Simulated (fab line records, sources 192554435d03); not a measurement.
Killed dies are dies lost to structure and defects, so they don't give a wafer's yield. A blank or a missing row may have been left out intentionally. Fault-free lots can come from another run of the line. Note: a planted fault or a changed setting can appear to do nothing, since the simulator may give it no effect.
Matching of chambers	flow n5Finfet	N5_HKMG_FIN_ALD_21 on aldMetal-01: 4 sister chambers
The step deposits TiN, target thk 1.5 nm, pulse time 1 s, purge time 3 s. 14 wafers are shown with their chamber, then 7 later ones without.

EACH WAFER AND ITS CHAMBER
wafer	chamber	heaterPowerW (W)	heaterPowerOuterW (W)	chamberPressureTorr (Torr)
L074.2	2	881	547	2.991
L074.3	3	753	459	3.004
L074.4	0	942	579	3.003
L076.2	3	758	457	2.998
L076.3	2	876	552	2.999
L076.5	3	764	458	3.003
L075.4	1	1117	653	3.014
L075.5	1	1080	638	3.009
L075.6	2	879	540	3.006
L077.4	0	921	598	2.999
L077.5	3	763	460	3.001
L077.6	0	926	607	3.002
L088.2	2	878	546	2.990
L088.3	0	934	578	3.000

SIGNATURES (means of the wafers above)
reading	chamber 0	chamber 1	chamber 2	chamber 3	scatter within a chamber
heaterPowerW	930.75	1098.50	878.50	759.50	10.1
heaterPowerOuterW	590.50	645.50	546.25	458.50	8.98
chamberPressureTorr	3.00100	3.01150	2.99650	3.00150	0.00461
Rule: for a wafer and a chamber, the distance is found by dividing, reading by reading, the gap between the wafer's reading and the chamber's mean by the reading's scatter, squaring, summing and taking the root. If the next closest chamber is less than 2 further off than the closest, the wafer can't be placed; otherwise it belongs to the closest. The scatter: the root of (the sum of the squares of (reading less its chamber's mean) over the shown wafers, divided by (wafers less chambers)).

WAFERS WHOSE CHAMBER IS MISSING
wafer	heaterPowerW (W)	heaterPowerOuterW (W)	chamberPressureTorr (Torr)
L088.5	781	461	3.005
L091.1	915	586	3.000
L091.3	770	458	3.009
L091.6	915	537	2.997
L095.2	929	592	3.008
L095.3	1071	665	3.008
L095.6	733	460	2.997

THE CHAMBER EACH PASSED THROUGH
wafer	from the rows above	in truth
L088.5	3	3
L091.1	0	0
L091.3	3	3
L091.6	2	2
L095.2	0	0
L095.3	1	1
L095.6	3	3
Correct placement for 7 of the 7. Not placeable from these rows: 0. 0 placed wrongly.
